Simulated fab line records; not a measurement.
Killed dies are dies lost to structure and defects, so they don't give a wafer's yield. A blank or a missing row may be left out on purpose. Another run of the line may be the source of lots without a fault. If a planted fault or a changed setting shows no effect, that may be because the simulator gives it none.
Lot-split experiment    flow n5Finfet    7 lots, 39 wafers read, on a route of 1938 steps

== SPLIT DETAILS ==
At N5_FIN_SAQP_ALD_61 (deposits SiO2, target thk 4 nm, pulse time 1 s, purge time 2 s), the setting aldCycles was moved away from the recipe's 43 on 18 of the 39 wafers read, by -14.0% to +16.3%. This setting was run at the recipe's value on the other wafers.

The reading is taken at the split's own step.

== THE READING ==
SiO2_of_FIN_SAQP_ALD_61.thkNm (the simulator's own value, which no gauge read), in nm, at N5_FIN_SAQP_ALD_61 (deposits SiO2, target thk 4 nm, pulse time 1 s, purge time 2 s). No usual value for it is given in the file. Average 4.000 nm, standard deviation 0.018 nm, over the 21 wafers here run with the recipe.

wafer   tool, chamber at the split  aldCycles as run  against the recipe  SiO2_of_FIN_SAQP_ALD_61.thkNm, nm  against lot-mates on the recipe
L074.1  aldSin-02, 1                43                recipe              3.989                              -
L074.2  aldSin-02, 0                37                -14.0%              3.444                              -0.558
L074.3  aldSin-02, 2                37                -14.0%              3.467                              -0.535
L074.4  aldSin-02, 3                43                recipe              4.005                              -
L074.5  aldSin-02, 1                43                recipe              4.011                              -
L074.6  aldSin-02, 2                37                -14.0%              3.439                              -0.563
L077.1  aldSin-01, 2                43                recipe              4.015                              -
L077.2  aldSin-01, 1                43                recipe              3.998                              -
L077.3  aldSin-01, 3                49                +14.0%              4.555                              +0.553
L077.4  aldSin-01, 0                49                +14.0%              4.546                              +0.544
L077.5  aldSin-01, 3                49                +14.0%              4.55                               +0.548
L077.6  aldSin-01, 2                43                recipe              3.994                              -
L080.1  aldSin-02, 2                43                recipe              4.002                              -
L080.2  aldSin-02, 3                43                recipe              3.981                              -
L080.3  aldSin-02, 1                43                recipe              3.978                              -
L080.4  aldSin-02, 0                49                +14.0%              4.567                              +0.580
L080.5  aldSin-02, 2                49                +14.0%              4.548                              +0.561
L080.6  aldSin-02, 3                49                +14.0%              4.554                              +0.567
L081.2  aldSin-02, 0                43                recipe              3.985                              -
L081.4  aldSin-02, 3                43                recipe              3.984                              -
L081.6  aldSin-02, 1                43                recipe              3.967                              -
L085.1  aldSin-03, 1                43                recipe              4.002                              -
L085.2  aldSin-03, 0                43                recipe              4.033                              -
L085.3  aldSin-03, 3                43                recipe              3.988                              -
L085.4  aldSin-03, 2                39                -9.3%               3.631                              -0.377
L085.5  aldSin-03, 0                39                -9.3%               3.649                              -0.359
L085.6  aldSin-03, 1                39                -9.3%               3.647                              -0.361
L089.1  aldSin-02, 2                49                +14.0%              4.568                              +0.563
L089.2  aldSin-02, 0                49                +14.0%              4.595                              +0.590
L089.3  aldSin-02, 3                43                recipe              4.03                               -
L089.4  aldSin-02, 1                43                recipe              3.978                              -
L089.5  aldSin-02, 3                43                recipe              4.006                              -
L089.6  aldSin-02, 2                49                +14.0%              4.56                               +0.555
L096.1  aldSin-03, 3                50                +16.3%              4.642                              +0.623
L096.2  aldSin-03, 1                43                recipe              4.036                              -
L096.3  aldSin-03, 2                43                recipe              4.015                              -
L096.4  aldSin-03, 0                43                recipe              4.005                              -
L096.5  aldSin-03, 1                50                +16.3%              4.666                              +0.647
L096.6  aldSin-03, 0                50                +16.3%              4.669                              +0.650

FIT RESULTS
A straight line over all 39 wafers: SiO2_of_FIN_SAQP_ALD_61.thkNm changes by +0.0399 nm for each +1% of aldCycles; r = +1.00; the points scatter about the line by 0.017 nm.
The same after taking each lot's own level away (the mean of its wafers on the recipe; 39 wafers): +0.0398 nm for each +1%; r = +1.00; scatter 0.014 nm.
On that fit, the largest move of aldCycles shifts the reading by 0.65 nm.
Across the lots, their own levels run from 3.9787 to 4.0187 nm, a range of 2.2 times the standard deviation given above.
Consequently the slope shifts little with the lot-to-lot level, the two slopes agreeing.
Check: with one of the wafers moved furthest among these (+16.3%) left out of the fit, the line predicts +0.652 nm for it against its lot-mates. Against them it came out at +0.623 nm.

== FILE'S OWN FIT ==
SiO2_of_FIN_SAQP_ALD_61.thkNm changes by +0.0399 nm for each +1% of aldCycles, r = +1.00.
